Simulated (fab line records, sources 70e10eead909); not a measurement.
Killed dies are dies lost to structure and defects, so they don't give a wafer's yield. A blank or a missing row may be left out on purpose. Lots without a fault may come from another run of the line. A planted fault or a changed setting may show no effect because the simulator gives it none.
Chamber matching | flow nand_harc | NHARC_P_M1_DEP_33 on pecvd-02: 3 sister chambers
The step deposits SiCN, target thk 30 nm. 14 wafers are shown with their chamber, then 7 later ones without.

WAFERS WITH THEIR CHAMBER
wafer  | chamber | heater_power_w (W) | susceptor_temp_C (C) | rf_fwd_power_W (W)
L074.1 | 0       | 423                | 370.01               | 449.9
L074.3 | 1       | 471                | 370.25               | 447.5
L074.5 | 2       | 672                | 370.26               | 449.6
L075.2 | 0       | 353                | 370.23               | 447.5
L075.3 | 2       | 690                | 370.02               | 449.8
L075.6 | 1       | 485                | 369.91               | 448.5
L077.3 | 1       | 500                | 369.82               | 448.8
L077.4 | 1       | 498                | 369.59               | 449.4
L077.5 | 2       | 623                | 370.13               | 448.4
L088.2 | 0       | 437                | 370.05               | 446.2
L088.5 | 0       | 420                | 369.82               | 447.4
L088.6 | 1       | 510                | 369.74               | 448.8
L091.1 | 1       | 463                | 369.91               | 450.0
L091.3 | 0       | 357                | 369.87               | 448.3

SIGNATURES (means of the wafers above)
reading          | chamber 0 | chamber 1 | chamber 2 | scatter within a chamber
heater_power_w   | 398.00    | 487.83    | 661.67    | 30.7
susceptor_temp_C | 369.9960  | 369.8700  | 370.1367  | 0.186
rf_fwd_power_W   | 447.860   | 448.833   | 449.267   | 1.05
Rule: a wafer's distance from a chamber is the root of the sum, over the readings, of the square of ((its reading less the chamber's mean) divided by the reading's scatter). The wafer belongs to the nearest chamber; if the next one is less than 2 further off, it can't be placed. The scatter: the root of (the sum of the squares of (reading less its chamber's mean) over the shown wafers, divided by (wafers less chambers)).

WAFERS WITHOUT THEIR CHAMBER
wafer  | heater_power_w (W) | susceptor_temp_C (C) | rf_fwd_power_W (W)
L091.5 | 451                | 369.80               | 450.4
L097.1 | 699                | 369.83               | 449.8
L097.2 | 384                | 370.21               | 449.5
L097.3 | 508                | 370.05               | 448.4
L096.1 | 387                | 370.14               | 449.1
L096.4 | 427                | 370.00               | 445.5
L096.5 | 399                | 370.13               | 449.0

WHICH CHAMBER EACH WENT THROUGH
wafer  | from the rows above     | in truth
L091.5 | can't be placed: 1 or 0 | 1
L097.1 | 2                       | 2
L097.2 | can't be placed: 0 or 1 | 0
L097.3 | 1                       | 1
L096.1 | 0                       | 0
L096.4 | can't be placed: 0 or 1 | 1
L096.5 | can't be placed: 0 or 1 | 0
Placed correctly: 3 of 7. Can't be placed from these rows: 4 (the true chamber is among the candidates in 4). Placed wrongly: 0.
